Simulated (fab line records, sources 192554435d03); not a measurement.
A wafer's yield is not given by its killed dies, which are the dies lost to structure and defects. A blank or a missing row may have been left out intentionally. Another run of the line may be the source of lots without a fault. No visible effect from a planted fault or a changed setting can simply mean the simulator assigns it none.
Matching of chambers | flow n5-finfet | N5_MOL_CONTACT_COAG_ALD_20 on ald-metal-01: 4 sister chambers
The step deposits TiN, target thk 1.5 nm, pulse time 1 s, purge time 3 s. 24 wafers are shown with their chamber, then 12 later ones without.

== EACH WAFER AND ITS CHAMBER ==
wafer  | chamber | heater-power-w (W) | precursor-pulse-height-rel
L074.3 | 2       | 961                | 1.033
L074.4 | 1       | 877                | 1.015
L074.6 | 2       | 952                | 0.977
L077.1 | 3       | 950                | 1.007
L077.3 | 2       | 961                | 1.034
L077.4 | 1       | 908                | 1.013
L078.1 | 1       | 900                | 1.006
L078.4 | 2       | 963                | 0.978
L078.6 | 0       | 870                | 0.982
L080.1 | 2       | 968                | 0.981
L080.3 | 0       | 904                | 0.979
L080.4 | 1       | 897                | 0.966
L085.2 | 3       | 957                | 1.008
L085.3 | 0       | 906                | 0.995
L085.6 | 0       | 885                | 0.986
L089.1 | 2       | 959                | 1.020
L089.4 | 1       | 881                | 1.013
L089.6 | 2       | 964                | 1.014
L091.1 | 0       | 894                | 1.018
L091.2 | 3       | 933                | 0.989
L091.3 | 1       | 881                | 0.991
L092.4 | 2       | 998                | 0.998
L092.5 | 2       | 982                | 1.013
L092.6 | 1       | 898                | 0.994

SIGNATURES (averages over the wafers above)
reading                    | chamber 0 | chamber 1 | chamber 2 | chamber 3 | scatter within a chamber
heater-power-w             | 891.80    | 891.71    | 967.56    | 946.67    | 13.4
precursor-pulse-height-rel | 0.99200   | 0.99971   | 1.00533   | 1.00133   | 0.019
Rule: a wafer lies at a distance from a chamber equal to the root of the sum of squares, over the readings, of (its reading less the chamber's mean, divided by the reading's scatter). If the next closest chamber is less than 2 further off than the closest, the wafer can't be placed; otherwise it belongs to the closest. How the scatter is found: for the shown wafers, subtract from each reading the mean of its chamber, square and add these, divide the total by (wafers less chambers), then take the root.

== WAFERS WITH NO CHAMBER GIVEN ==
wafer  | heater-power-w (W) | precursor-pulse-height-rel
L093.1 | 936                | 1.029
L093.2 | 863                | 0.981
L093.4 | 959                | 1.015
L095.2 | 860                | 0.986
L095.4 | 924                | 0.975
L095.6 | 881                | 1.014
L096.1 | 933                | 1.030
L096.2 | 905                | 0.987
L096.3 | 889                | 1.011
L097.1 | 901                | 1.028
L097.2 | 962                | 1.020
L097.5 | 886                | 1.007

== EACH ONE'S CHAMBER ==
wafer  | from the rows above               | in truth
L093.1 | can't be placed: 3 or 2 or 1      | 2
L093.2 | can't be placed: 0 or 1           | 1
L093.4 | can't be placed: 2 or 3           | 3
L095.2 | can't be placed: 0 or 1           | 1
L095.4 | can't be placed: 3 or 0 or 1 or 2 | 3
L095.6 | can't be placed: 1 or 0           | 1
L096.1 | can't be placed: 3 or 2 or 1 or 0 | 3
L096.2 | can't be placed: 0 or 1           | 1
L096.3 | can't be placed: 1 or 0           | 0
L097.1 | can't be placed: 1 or 0           | 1
L097.2 | can't be placed: 2 or 3           | 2
L097.5 | can't be placed: 1 or 0           | 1
Placed correctly: 0 of 12. Unplaceable from these rows: 12, with the true chamber sitting among the candidates in 12. Number placed wrongly: 0.
